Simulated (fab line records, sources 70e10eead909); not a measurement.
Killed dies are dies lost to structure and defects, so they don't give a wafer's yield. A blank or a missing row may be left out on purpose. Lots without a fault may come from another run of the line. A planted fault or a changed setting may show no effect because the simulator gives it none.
Chamber matching | flow nand_harc | NHARC_A_BLC_ETCH_16 on rie_diel-11: 4 sister chambers
The step etches the open film in CF4, target depth 39 nm, time 65 s. 4 wafers are shown with their chamber, then 9 later ones without.

WAFERS WITH THEIR CHAMBER
wafer  | chamber | drypump_motor_current_A (A)
L895.5 | 3       | 5.6
L895.6 | 0       | 5.5
L898.3 | 1       | 5.6
L898.6 | 2       | 4.6

WAFERS WITHOUT THEIR CHAMBER
wafer  | drypump_motor_current_A (A)
L900.1 | 4.6
L900.3 | 5.6
L900.6 | 5.6
L911.1 | 5.6
L911.4 | 5.5
L911.5 | 4.7
L913.1 | 5.5
L913.2 | 5.6
L913.4 | 4.6

WHICH CHAMBER EACH WENT THROUGH
wafer  | from the rows above     | in truth
L900.1 | 2                       | 2
L900.3 | can't be placed: 1 or 3 | 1
L900.6 | can't be placed: 1 or 3 | 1
L911.1 | can't be placed: 1 or 3 | 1
L911.4 | 0                       | 0
L911.5 | 2                       | 2
L913.1 | 0                       | 0
L913.2 | can't be placed: 1 or 3 | 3
L913.4 | 2                       | 2
Placed correctly: 5 of 9. Can't be placed from these rows: 4 (the true chamber is among the candidates in 4). Placed wrongly: 0.
How it was worked out, from the rows above alone: a wafer's distance from a chamber is the root of the sum, over the readings, of the square of ((its reading less the chamber's mean) divided by the reading's scatter). The wafer belongs to the nearest chamber; if the next one is less than 2 further off, it can't be placed. A chamber's mean is the mean of its shown wafers. The scatter: with one shown wafer a chamber, the root of the mean of the squares of how far each hidden wafer lies from its nearest shown one.
